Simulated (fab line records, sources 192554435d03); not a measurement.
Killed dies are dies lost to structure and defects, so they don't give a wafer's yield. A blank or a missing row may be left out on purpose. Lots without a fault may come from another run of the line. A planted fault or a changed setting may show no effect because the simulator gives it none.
Split-lot experiment | flow n5_finfet | 7 lots, 39 wafers read, on a route of 1938 steps

THE SPLIT
At N5_MOL_CONTACT_COAG_ALD_27 (deposits SiOC, target thk 17 nm, pulse time 1.5 s, time 2720 s), the setting ald_cycles was moved away from the recipe's 340 on 15 of the 39 wafers read, by -10.3% to +11.2%. The other wafers ran this setting at the recipe's value.

The reading is taken at the split's own step.

THE READING
SiOC_of_MOL_CONTACT_COAG_ALD_27.thk_nm (the simulator's own value, which no gauge read), in nm, at N5_MOL_CONTACT_COAG_ALD_27 (deposits SiOC, target thk 17 nm, pulse time 1.5 s, time 2720 s). The file gives no usual value for it. The 24 wafers here that ran the recipe average 17.0 nm, standard deviation 0.082 nm.

wafer  | tool, chamber at the split | ald_cycles as run | against the recipe | SiOC_of_MOL_CONTACT_COAG_ALD_27.thk_nm, nm | against lot-mates on the recipe
L079.1 | ald_sin-03, 1              | 340               | recipe             | 16.8                                       | -
L079.2 | ald_sin-03, 2,0            | 340               | recipe             | 17                                         | -
L079.5 | ald_sin-03, 2,0            | 340               | recipe             | 17                                         | -
L081.1 | ald_sin-01, 1,3,1,0,3      | 340               | recipe             | 17                                         | -
L081.3 | ald_sin-01, 1,3,1,0,3      | 340               | recipe             | 17                                         | -
L081.4 | ald_sin-01, 1,3,1,0,3      | 340               | recipe             | 17                                         | -
L081.5 | ald_sin-01, 1,3,1,0,3      | 340               | recipe             | 17                                         | -
L081.6 | ald_sin-01, 1,3,1,0,3      | 340               | recipe             | 17                                         | -
L081.2 | ald_sin-01, 0              | 340               | recipe             | 17.2                                       | -
L087.1 | ald_sin-01, 1              | 340               | recipe             | 17.2                                       | -
L087.2 | ald_sin-01, 0,1            | 340               | recipe             | 17                                         | -
L087.5 | ald_sin-01, 0,1            | 340               | recipe             | 17                                         | -
L087.3 | ald_sin-01, 2,3            | 313               | -7.9%              | 15.8                                       | -1.3
L087.4 | ald_sin-01, 2,3            | 313               | -7.9%              | 15.8                                       | -1.3
L087.6 | ald_sin-01, 0              | 313               | -7.9%              | 15.6                                       | -1.5
L088.1 | ald_sin-03, 3,2            | 340               | recipe             | 17                                         | -
L088.6 | ald_sin-03, 3,2            | 340               | recipe             | 17                                         | -
L088.2 | ald_sin-03, 2              | 340               | recipe             | 16.8                                       | -
L088.3 | ald_sin-03, 1,0,3          | 378               | +11.2%             | 18.8                                       | +1.9
L088.4 | ald_sin-03, 1,0,3          | 378               | +11.2%             | 18.8                                       | +1.9
L088.5 | ald_sin-03, 1,0,3          | 378               | +11.2%             | 18.8                                       | +1.9
L089.1 | ald_sin-01, 2,0,3          | 305               | -10.3%             | 15.2                                       | -1.8
L089.3 | ald_sin-01, 2,0,3          | 305               | -10.3%             | 15.2                                       | -1.8
L089.4 | ald_sin-01, 2,0,3          | 305               | -10.3%             | 15.2                                       | -1.8
L089.2 | ald_sin-01, 1,1,0          | 340               | recipe             | 17                                         | -
L089.5 | ald_sin-01, 1,1,0          | 340               | recipe             | 17                                         | -
L089.6 | ald_sin-01, 1,1,0          | 340               | recipe             | 17                                         | -
L091.1 | ald_sin-04, 3,2,0          | 305               | -10.3%             | 15.2                                       | -1.8
L091.3 | ald_sin-04, 3,2,0          | 305               | -10.3%             | 15.2                                       | -1.8
L091.6 | ald_sin-04, 3,2,0          | 305               | -10.3%             | 15.2                                       | -1.8
L091.2 | ald_sin-04, 0,3,2          | 340               | recipe             | 17                                         | -
L091.4 | ald_sin-04, 0,3,2          | 340               | recipe             | 17                                         | -
L091.5 | ald_sin-04, 0,3,2          | 340               | recipe             | 17                                         | -
L094.1 | ald_sin-04, 3,2,1          | 340               | recipe             | 17                                         | -
L094.2 | ald_sin-04, 3,2,1          | 340               | recipe             | 17                                         | -
L094.6 | ald_sin-04, 3,2,1          | 340               | recipe             | 17                                         | -
L094.3 | ald_sin-04, 0              | 375               | +10.3%             | 19                                         | +2.0
L094.4 | ald_sin-04, 1              | 375               | +10.3%             | 18.6                                       | +1.6
L094.5 | ald_sin-04, 2              | 375               | +10.3%             | 18.8                                       | +1.8
Where a row lists several chambers, the file gives one row for several wafers and doesn't say which wafer went through which chamber.

THE FIT
A straight line over all 39 wafers: SiOC_of_MOL_CONTACT_COAG_ALD_27.thk_nm changes by +0.169 nm for each +1% of ald_cycles; r = +1.00; the points scatter about the line by 0.096 nm.
The same after taking each lot's own level away (the mean of its wafers on the recipe; 39 wafers): +0.172 nm for each +1%; r = +1.00; scatter 0.08 nm.
On that fit, the largest move of ald_cycles shifts the reading by 1.9 nm.
The lots' own levels span 16.93 to 17.07 nm, that is 1.6 times the standard deviation above.
So the lot-to-lot level changes the slope little: the two slopes agree.
Check: with one of the wafers moved furthest among these (+11.2%) left out of the fit, the line predicts +1.93 nm for it against its lot-mates. It came out at +1.87 nm against them.

OTHER SPLITS ON THESE WAFERS
These wafers also went through other splits before the reading. Each is held against what the fit with the lots' levels taken away leaves over:
other split on the same wafers | wafers away from the commonest value | r with SiOC_of_MOL_CONTACT_COAG_ALD_27.thk_nm (lot level and that fit taken away)
N5_HKMG_FIN_ETCH_35 bias_w     | 15                                   | -0.25

THE FILE'S OWN FIT
SiOC_of_MOL_CONTACT_COAG_ALD_27.thk_nm changes by +0.172 nm for each +1% of ald_cycles, r = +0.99.
